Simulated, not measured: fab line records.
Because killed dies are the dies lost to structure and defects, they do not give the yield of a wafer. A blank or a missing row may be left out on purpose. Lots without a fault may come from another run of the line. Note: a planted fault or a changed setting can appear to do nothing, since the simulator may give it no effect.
A lot that was struck, set against a sound lot -- flow n5 finfet -- 35 steps out of a route of 1938
Sound: the wafers L821.1, L821.2, L821.5. Struck: wafer L825.5. (L825.6 of the same lot was not struck and is left out.) The cause comes at the end.
Each step with rows lists, per side, the tool, then ch with its chambers, then its first start. Under that, the readings that differ: sound wafers -- struck wafers -- difference of the means -- sigmas: that difference in standard deviations of wafers without a fault.
alike: same words and numbers on both sides, and readings whose means sit less than 2 such deviations apart. not compared: any withheld reading, any reading some wafer has no value for, any bound like >300 that may hide the same value, and any number with overlapping values for which the record gives no deviation.
Wherever a step has rows on one side only, a row that says differs or no value, or a row with sigmas, the two part there. Numbers that don't overlap but have no deviation are shown without sigmas and don't part them. A reading that every wafer of one side lacks parts them only if that side has two wafers or more.

first, 9 steps without rows for these wafers: N5_SD_EPI_P_SOFTBAKE_04 (time 60 s); N5_SD_EPI_P_EXPOSE_06 (exposes mask SD P BLK, target cd 240 nm); N5_SD_EPI_P_PEB_07 (peb time 60 s); N5_SD_EPI_P_DEVELOP_08 (develop time 30 s); N5_SD_EPI_P_DESCUM_14 (chemistry O2, time 7.9 s); N5_SD_EPI_P_ETCH_36 (etches SiARC in CF4, target depth 45.5 nm, time 75.8 s); N5_SD_EPI_P_ETCH_37 (etches SOC in N2/H2, overetch 108 nm, time 486 s); N5_SD_EPI_P_STRIP_38 (strips in N2/H2); N5_SD_EPI_P_ETCHBACK_46 (etches SiNx in CH3F/O2, stops on SiO2, target depth 17.5 nm).
N5_SD_EPI_P_ETCH_47: etches SiOCN in CH3F/O2, target depth 25 nm.
  sound on rie diel-05 ch 0,1, day 6 13:25; struck on rie diel-05 ch 3, day 7 15:53
reading,sound,struck,difference,sigmas
model.etch.depth nm (nm),25.36 25.24 25.16,9.65,-15.60,
  alike: drypump motor current A, oes product au, rf vpp V, showerhead plenum p Torr, throttle valve pct
  not compared: rf hours counter h
then, 23 steps without rows for these wafers: N5_SD_EPI_P_ETCH_16 (etches SiO2 in CHF3/O2, target depth 5 nm); N5_SD_EPI_P_STRIP_50 (strips in CHF3/O2); N5_SD_EPI_P_SD_RECESS_17 (chemistry HBr/Cl2/O2, target depth 39.1 nm, bt time 3 s); N5_SD_EPI_P_WET_ETCH_45 (etches SiO2 in dHF, time 10.7 s, target depth 2 nm, rinse time 30 s); N5_SD_EPI_P_STRIP_40 (strips in N2/H2); N5_SD_EPI_P_PRECLEAN_52 (cleans in O3/DIW, time 60 s); N5_SD_EPI_P_SRD_20 (time 30 s); N5_SD_EPI_P_PRECLEAN_51 (cleans in NF3:NH3, afs cycles 1, time 20 s, sublimation time 60 s); N5_SD_EPI_P_VAPOR_ETCH_44 (etches SiGe30 in NF3/Ar, time 3.3 s); N5_SD_EPI_P_EPI_21 (deposits SiGe:B, time 355 s); N5_SD_EPI_P_HM_STRIP_48 (strips SiNx in H3PO4, material SiNx, target depth 3 nm); N5_SD_EPI_P_SRD_49 (time 30 s); N5_SD_EPI_P_PRECLEAN_24 (cleans in O3/DIW, time 45 s); N5_SD_EPI_P_PRECLEAN_32 (cleans in dHF, time 10 s); N5_SD_EPI_P_PRECLEAN_33 (cleans in SC2, time 45 s); N5_SD_EPI_P_SRD_25 (time 30 s); N5_SD_ACTIVATION_RTA_00 (time 0 s); N5_SD_ACTIVATION_LSA_01 (time 0.0008 s); N5_ILD0_LINER_00 (material SiNx, target thk 4 nm, pulse time 1 s, purge time 2 s); N5_ILD0_FCVD_FILL_01 (material SiO2 flowable, target thk 200 nm, time 328.3 s); N5_ILD0_CURE_02 (time 1800 s); N5_ILD0_CMP_03 (polishes, stops on SiNx, t overpolish 1.9 s, target thk 197.38 nm); N5_ILD0_CMP_07 (polishes SiO2 flowable, stops on poly-Si, t overpolish 1.18 s, target thk 138.88 nm).
-- the record jumps here: 5 days lie between the struck wafers' starts before and after (it left off in module ILD0 and takes up again in module BEOL_M4, whose first step shown is number 1111 of the route) --
N5_BEOL_M4_RC_MEAS_101:
  sound on prober-01 ch 0, day 11 02:55; struck on prober-02 ch 0, day 12 10:46
reading,sound,struck,difference,sigmas
DIBL_P (mV/V),39.8 40.8 39.8,35.8,-4.3,-2
IOFF_P (nA/um),0.34 0.35 0.33,0.17,-0.17,-4
ION_P (uA/um),482 481 479,444,-37,-4
RC_DENSE_P (ohm.um),23.4 22.7 23.9,31.2,+7.9,+13
RC_P (ohm.um),19.2 18.4 19.4,25.0,+6.0,+13
REXT_P (ohm.um),97.7 98.7 98.2,125.3,+27.1,+14
VT_P (mV),-240 -241 -241,-255,-14,-4
VT_P_LVT (mV),-91 -91 -91,-106,-15,-5
  alike: DIBL_N, IOFF_N, ION_N, SS_N, SS_P, VT_N
-- a jump in the record: the struck wafers' starts before and after are 4 days apart (it breaks off in module BEOL_M4 and resumes in module PASSIVATION, where the first step shown is number 1936 of the route) --
N5_PASSIVATION_PROBE_49:
  sound on prober-02, day 15 11:45; struck on prober-02, day 16 16:54
  alike: defect limited yield, killed_at_M0_to_M3, killed_at_M4_up, killed at contacts, killed at front end, killed at other, killed dies, killed open, killed short, sort_bin_5_function, sort_bin_6_memory, sort_bin_8_speed, sort n pass, sort yield pct

## WHERE THEY PART
At N5_BEOL_M4_RC_MEAS_101 and nowhere else, as far as this record goes. Later steps at which nothing parts them and some readings are alike: N5_PASSIVATION_PROBE_49.

WHY: what the simulator had put in
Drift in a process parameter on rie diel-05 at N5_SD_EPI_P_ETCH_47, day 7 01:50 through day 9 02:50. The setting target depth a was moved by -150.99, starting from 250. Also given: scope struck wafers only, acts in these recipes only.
